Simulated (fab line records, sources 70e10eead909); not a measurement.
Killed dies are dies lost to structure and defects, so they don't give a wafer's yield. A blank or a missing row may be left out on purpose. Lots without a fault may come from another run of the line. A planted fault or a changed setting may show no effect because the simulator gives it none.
fab line records | flow nand_harc
record lots=13 wafers=39 last_day=26
route steps=1159 shown A_STAIRCASE@551 END@1159
lots that met no fault: from a run of the same line without faults
start_h: hours from the record's first day to the start of the lot's first wafer shown | wait_h: hours since the lot's step before | " the same as in the row above | L1.1+2: a row that stands for several wafers | - no value, or no start given | * or withheld: withheld | < > ~ a bound
route shown NAME@n: a module of which the file shows steps, and the number in the route of the first | usual: mean/standard deviation of fault-free wafers | same: alike in all rows | chamber/n: place in a boat | sites: the reading at each site | _std_site: their standard deviation | _edge_site: outer sites' mean less inner sites' | radius_mm: how far each site lies from the wafer's centre | mask NAME#n: copy n | behind: the tool/chamber that last shaped the wafer | hold: why the lot was held/for how many hours/how that ended | device: the transistor (n, p or np) that didn't switch | end of line: the same wafers' tests at the end of the route | a step without rows: its recipe alone | killed: dies lost to structure and defects at the first sort, not the wafer's yield | map: a wafer's dies, x killed, . not, _ none there
set.NAME: the setting as run; set.NAME@STEP: as run at that earlier step | model.NAME: the simulator's own value behind a step, which no gauge read
steps of the route over a sample of lots; a table a step, a row a wafer
services: from which hour (start_h, from the record's first day; less than 0 if before it) a tool's chamber was out of use, for how many hours, and why
## steps
# step NHARC_A_STAIRCASE_ETCH_15
# recipe target_depth_a=1000 time_s=40.5 ion_energy_ev=400 c4f8_flow_sccm=20 o2_flow_sccm=10 ar_flow_sccm=withheld rf_w=600 bias_w=1000 chemistry=C4F8/O2
# usual oes_product_au=0.942/0.014 rf_vpp_V=898/4.9 run_length_s=61.5/0.46
# columns lot.wafer tool chamber start_h wait_h oes_product_au rf_hours_counter_h rf_vpp_V run_length_s
L282.1 rie_diel-07 1 - - 0.942 0 894 61.1
L282.3 " 2 " " 0.967 0 903 61.5
L282.6 " 3 " " 0.963 - 904 60.7
L284.1 rie_diel-07 3 - - 0.940 3 904 61.3
L284.3 " 0 " " 0.935 3 893 60.8
L284.6 " 2 " " 0.962 - 902 62.0
L283.3 rie_diel-07 2 - - 0.969 3 902 61.6
L283.4 " 0 " " 0.932 3 891 61.1
L283.5 " 3 " " 0.941 - 906 61.3
L286.3 rie_diel-12 1 - - 0.986 19 899 62.0
L286.1 " 2 " " 0.955 17 903 61.4
L286.5 " 1 " " 0.965 - 900 61.8
L287.3 rie_diel-12 3 - - 0.933 20 900 61.3
L287.4 " 0 " " 0.956 22 895 62.2
L287.2 " 1 " " 0.953 21 899 61.8
L288.1 rie_diel-12 3 - - 0.956 24 901 61.7
L288.4 " 0 " " 0.964 27 896 61.8
L288.5 " 3 " " 0.957 - 899 61.8
L289.4 rie_diel-12 2 - - 0.921 26 902 61.2
L289.6 " 0 " " 0.939 - 895 62.5
L289.5 " 1 " " 0.938 - 901 62.5
L293.3 rie_diel-12 1 - - 0.930 38 900 62.5
L293.4 " 2 " " 0.943 34 902 61.5
L293.6 " 1 " " 0.933 - 900 62.3
L299.4 rie_diel-07 0 - - 0.925 39 892 61.1
L299.3 " 3 " " 0.918 35 904 61.4
L299.5 " 1 " " 0.935 - 893 61.1
L300.3 rie_diel-07 3 - - 0.942 39 903 60.8
L300.2 " 2 " " 0.958 39 902 62.0
L300.5 " 3 " " 0.939 - 902 61.1
L301.4 rie_diel-11 0 - - 0.939 60 897 61.5
L301.5 " 2 " " 0.956 - 886 61.5
L301.6 " 3 " " 0.942 - 899 62.2
L304.3 rie_diel-07 1 - - 0.951 51 891 61.4
L304.6 " 2 " " 0.951 - 902 61.7
L304.5 " 3 " " 0.933 - 904 61.2
L305.1 rie_diel-07 0 - - 0.932 60 891 60.8
L305.2 " 2 " " 0.937 54 900 61.7
L305.6 " 0 " " 0.933 - 892 61.1
# step NHARC_A_STAIRCASE_ETCH_17
# recipe target_depth_a=1000 time_s=40.5 ion_energy_ev=400 c4f8_flow_sccm=20 o2_flow_sccm=10 ar_flow_sccm=withheld rf_w=600 bias_w=1000 chemistry=C4F8/O2
# usual oes_product_au=0.942/0.01 rf_vpp_V=898/4.9 run_length_s=61.4/0.44
# columns lot.wafer tool chamber start_h wait_h oes_product_au rf_hours_counter_h rf_vpp_V run_length_s
L282.3 rie_diel-07 0 239.46 - 0.934 0 893 61.3
L282.1 " 1 " " 0.949 0 892 61.1
L282.6 " 3 " " 0.950 - 904 61.2
L284.1 rie_diel-07 0 246.93 - 0.934 3 892 61.3
L284.3 " 1 " " 0.926 3 893 61.6
L284.6 " 3 " " 0.943 - 905 61.1
L283.3 rie_diel-07 3 247.50 - 0.934 3 905 61.0
L283.4 " 0 " " 0.934 3 893 61.4
L283.5 " 3 " " 0.933 - 904 61.0
L286.3 rie_diel-12 2 258.94 - 0.938 17 903 61.2
L286.1 " 1 " " 0.949 19 900 62.4
L286.5 " 1 " " 0.946 - 900 62.1
L287.3 rie_diel-12 0 263.78 - 0.959 22 896 62.6
L287.4 " 1 " " 0.936 21 899 62.0
L287.2 " 2 " " 0.937 19 902 61.3
L288.4 rie_diel-12 2 279.26 - 0.930 23 903 60.9
L288.1 " 0 " " 0.948 27 895 62.0
L288.5 " 2 " " 0.938 - 902 61.0
L289.4 rie_diel-12 3 290.87 - 0.941 28 901 61.4
L289.5 " 3 " " 0.942 - 898 61.5
L289.6 " 0 " " 0.951 - 894 61.9
L293.4 rie_diel-12 2 316.55 - 0.930 34 902 50.4
L293.3 " 0 " " 0.961 40 897 61.7
L293.6 " 2 " " 0.935 - 902 50.7
L299.4 rie_diel-07 2 338.59 - 0.928 35 901 62.2
L299.3 " 0 " " 0.943 39 892 61.2
L299.5 " 2 " " 0.940 - 901 61.6
L300.2 rie_diel-07 2 356.25 - 0.955 39 901 61.7
L300.3 " 0 " " 0.952 44 892 61.1
L300.5 " 2 " " 0.945 - 901 61.8
L301.4 rie_diel-11 1 359.89 - 0.931 62 902 60.8
L301.5 " 2 " " 0.946 - 886 61.7
L301.6 " 3 " " 0.940 - 897 61.7
L304.3 rie_diel-07 3 370.27 - 0.946 46 903 60.9
L304.6 " 0 " " 0.937 - 892 60.7
L304.5 " 1 " " 0.938 - 893 61.4
L305.2 rie_diel-07 1 390.39 - 0.933 60 891 61.5
L305.1 " 2 " " 0.944 55 901 62.0
L305.6 " 1 " " 0.945 - 891 61.4
# step NHARC_A_STAIRCASE_ETCH_19
# recipe target_depth_a=1000 time_s=40.5 ion_energy_ev=400 c4f8_flow_sccm=20 o2_flow_sccm=10 ar_flow_sccm=withheld rf_w=600 bias_w=1000 chemistry=C4F8/O2
# usual oes_product_au=0.942/0.012 rf_vpp_V=898/4.9 run_length_s=61.4/0.43
# columns lot.wafer tool chamber start_h wait_h oes_product_au rf_hours_counter_h rf_vpp_V run_length_s
L282.3 rie_diel-07 0 - - 0.949 0 893 60.8
L282.1 " 1 " " 0.954 0 894 61.3
L282.6 " 1 " " 0.959 - 895 61.1
L284.1 rie_diel-07 3 - - 0.940 3 904 60.8
L284.3 " 0 " " 0.923 3 892 61.1
L284.6 " 1 " " 0.935 - 894 61.2
L283.4 rie_diel-07 2 - - 0.942 4 900 61.5
L283.3 " 0 " " 0.925 4 893 61.0
L283.5 " 3 " " 0.923 - 906 60.9
L286.1 rie_diel-12 0 - - 0.954 20 895 62.0
L286.3 " 1 " " 0.950 19 900 62.3
L286.5 " 0 " " 0.960 - 897 61.8
L287.2 rie_diel-12 0 - - 0.975 22 896 62.4
L287.4 " 1 " " 0.938 21 899 61.8
L287.3 " 3 " " 0.951 20 899 61.3
L288.1 rie_diel-12 2 - - 0.941 23 902 61.2
L288.4 " 3 " " 0.956 24 898 61.5
L288.5 " 2 " " 0.944 - 903 61.1
L289.4 rie_diel-12 2 - - 0.929 27 902 61.0
L289.5 " 0 " " 0.955 - 894 62.2
L289.6 " 1 " " 0.944 - 901 61.9
L293.3 rie_diel-12 3 - - 0.956 36 898 61.3
L293.4 " 0 " " 0.945 40 896 61.7
L293.6 " 0 " " 0.954 - 894 61.8
L299.3 rie_diel-07 1 - - 0.954 39 892 61.6
L299.4 " 3 " " 0.942 35 905 61.2
L299.5 " 1 " " 0.969 - 891 61.3
L300.2 rie_diel-07 2 - - 0.944 39 902 61.4
L300.3 " 3 " " 0.942 39 904 61.2
L300.5 " 2 " " 0.937 - 900 61.5
L301.4 rie_diel-11 1 - - 0.917 62 902 61.1
L301.6 " 2 " " 0.934 - 889 61.3
L301.5 " 3 " " 0.928 - 898 61.5
L304.3 rie_diel-07 0 - - 0.939 51 890 60.8
L304.6 " 3 " " 0.922 - 905 61.1
L304.5 " 0 " " 0.936 - 891 61.0
L305.1 rie_diel-07 0 - - 0.934 60 890 61.2
L305.2 " 1 " " 0.935 61 892 61.2
L305.6 " 0 " " 0.933 - 892 60.8
# step NHARC_A_STAIRCASE_ETCH_25
# recipe target_depth_a=1000 time_s=40.5 ion_energy_ev=400 c4f8_flow_sccm=20 o2_flow_sccm=10 ar_flow_sccm=withheld rf_w=600 bias_w=1000 chemistry=C4F8/O2
# usual oes_product_au=0.944/0.011 rf_vpp_V=898/4.6 run_length_s=61.4/0.39
# columns lot.wafer tool chamber start_h wait_h oes_product_au rf_hours_counter_h rf_vpp_V run_length_s
L282.3 rie_diel-07 3 - - 0.949 1 905 60.8
L282.1 " 1 " " 0.952 1 892 61.2
L282.6 " 3 " " 0.942 - 904 61.0
L284.3 rie_diel-12 2 - - 0.930 13 902 61.4
L284.1 " 0 " " 0.950 17 896 61.9
L284.6 " 2 " " 0.925 - 903 61.4
L283.4 rie_diel-11 2 - - 0.951 20 886 61.4
L283.3 " 3 " " 0.944 20 901 61.5
L283.5 " 1 " " 0.929 - 901 61.0
L286.3 rie_diel-12 1 - - 0.942 20 901 62.0
L286.1 " 2 " " 0.942 17 902 61.2
L286.5 " 2 " " 0.944 - 902 61.0
L287.3 rie_diel-12 0 - - 0.942 23 894 61.8
L287.4 " 1 " " 0.931 22 900 61.9
L287.2 " 3 " " 0.946 21 900 61.3
L288.1 rie_diel-12 2 - - 0.937 23 903 61.1
L288.4 " 0 " " 0.953 27 894 61.9
L288.5 " 3 " " 0.953 - 899 61.5
L289.4 rie_diel-11 2 - - 0.956 35 887 61.3
L289.6 " 0 " " 0.938 - 899 61.4
L289.5 " 1 " " 0.937 - 902 61.0
L293.3 rie_diel-12 3 - - 0.965 36 899 61.5
L293.4 " 0 " " 0.958 40 895 61.9
L293.6 " 1 " " 0.946 - 901 61.9
L299.3 rie_diel-11 3 - - 0.945 51 899 61.5
L299.4 " 0 " " 0.938 55 896 61.4
L299.5 " 0 " " 0.948 - 897 61.2
L300.2 rie_diel-12 3 - - 0.944 48 899 61.5
L300.3 " 0 " " 0.953 53 895 61.9
L300.5 " 0 " " 0.960 - 894 62.1
L301.4 rie_diel-12 3 - - 0.936 50 899 61.3
L301.6 " 0 " " 0.941 - 895 62.0
L301.5 " 1 " " 0.950 - 900 62.1
L304.3 rie_diel-12 2 - - 0.927 53 903 61.1
L304.5 " 2 " " 0.921 - 901 61.4
L304.6 " 3 " " 0.928 - 898 61.6
L305.2 rie_diel-11 0 - - 0.946 10 898 61.2
L305.1 " 2 " " 0.948 8 905 61.9
L305.6 " 0 " " 0.950 - 897 61.0
# step NHARC_END_SORT_01
# recipe temp_c=25
# usual killed_at_array=27/12 killed_at_other=0.9/1.1 killed_at_periphery=3.2/2.4 killed_dies=31/12 killed_open=3.3/1.7 killed_short=2.0/1.6
# same gross_dies=677
# columns lot.wafer tool chamber start_h wait_h killed_at_array killed_at_other killed_at_periphery killed_dies killed_open killed_short
L293.3 prober-02 0 580.63 3.1 41 0 1 42 1 4
L293.4 prober-02 0 581.44 3.4 569 1 5 575 5 2
L293.6 prober-02 0 583.05 4.0 562 3 4 569 5 2
# killed by level:class
L293.3 A_CHANNEL_HOLE_D1:chamber_film_flake=17 A_SLIT:chamber_film_flake=14 A_CONTACT:chamber_film_flake=2 A_ONON_D1:geometric_particle:short=1 A_SGD_CUT:geometric_particle:short=1 A_WL_FILL:geometric_particle:open=1 A_WL_FILL:geometric_particle:short=1 A_CONTACT:geometric_particle:short=1
L293.4 A_STAIRCASE:area_etch=528 A_CHANNEL_HOLE_D1:chamber_film_flake=18 A_SLIT:chamber_film_flake=13 A_CONTACT:geometric_particle:open=2 A_CHANNEL_FILL_D1:chamber_film_flake=2 A_CONTACT:chamber_film_flake=2 P_GATE:geometric_particle:open=1 A_ONON_D1:geometric_particle:open=1
L293.6 A_STAIRCASE:area_etch=515 A_CHANNEL_HOLE_D1:chamber_film_flake=18 A_SLIT:chamber_film_flake=16 A_STAIRCASE:chamber_film_flake=5 A_CONTACT:chamber_film_flake=3 A_M1:geometric_particle:open=2 P_M2:chamber_film_flake=2 P_M0:geometric_particle:open=1
## services
# columns tool chamber start_h hours kind
rie_diel-07 - 228.26 9.0 pm
rie_diel-12 0 236.30 - clean
rie_diel-12 1 236.30 - clean
rie_diel-12 2 236.30 - clean
rie_diel-12 3 236.30 - clean
rie_diel-12 3 258.47 5.0 repair
rie_diel-12 0 260.90 - clean
rie_diel-12 1 260.90 - clean
rie_diel-12 2 260.90 - clean
rie_diel-12 0 285.40 - clean
rie_diel-12 1 285.40 - clean
rie_diel-12 2 285.40 - clean
rie_diel-12 3 285.40 - clean
rie_diel-11 3 302.78 6.8 repair
rie_diel-12 0 310.93 - clean
rie_diel-12 1 310.93 - clean
rie_diel-12 2 310.93 - clean
rie_diel-12 3 310.93 - clean
rie_diel-12 0 335.43 - clean
rie_diel-12 1 335.43 - clean
rie_diel-11 0 353.65 4.1 repair
rie_diel-11 - 366.67 9.0 pm
rie_diel-07 3 371.03 30.2 repair
rie_diel-12 - 379.45 9.0 pm
## key
first_sign step=NHARC_A_STAIRCASE_ETCH_17 reading=run_length_s direction=down sigmas=24 usual=* struck=*
effect step=NHARC_END_SORT_01 reading=killed_dies direction=up sigmas=47 usual=31 struck=572
more_kills_born_at NHARC_A_STAIRCASE_ETCH_17@rie_diel-12=1043
met_at NHARC_A_STAIRCASE_ETCH_17
struck_lots L293
struck_wafers L293.4,L293.6
later_rows_left_out L293.4,L293.6
tester_left_out L293
not_acting_at NHARC_A_STAIRCASE_ETCH_15,NHARC_A_STAIRCASE_ETCH_19,NHARC_A_STAIRCASE_ETCH_25
onset_between 279.26 316.55
fault kind=process_parameter_drift tool=rie_diel-12 chamber=2 onset_h=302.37 steps=NHARC_A_STAIRCASE_ETCH_17 channel=time_s offset=* shape=step end_h=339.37 acts_in=* stated=*
# tester_left_out: of these lots the tester's yield and bins aren't shown, on N5 and GAA mostly nor the transistor test; their killed dies are dies lost to structure and defects alone, not to doping, threshold or leakage, so they don't give the yield
# later_rows_left_out: the simulator's readings of these wafers behind a module that went badly wrong aren't trusted and aren't shown, but for the sort
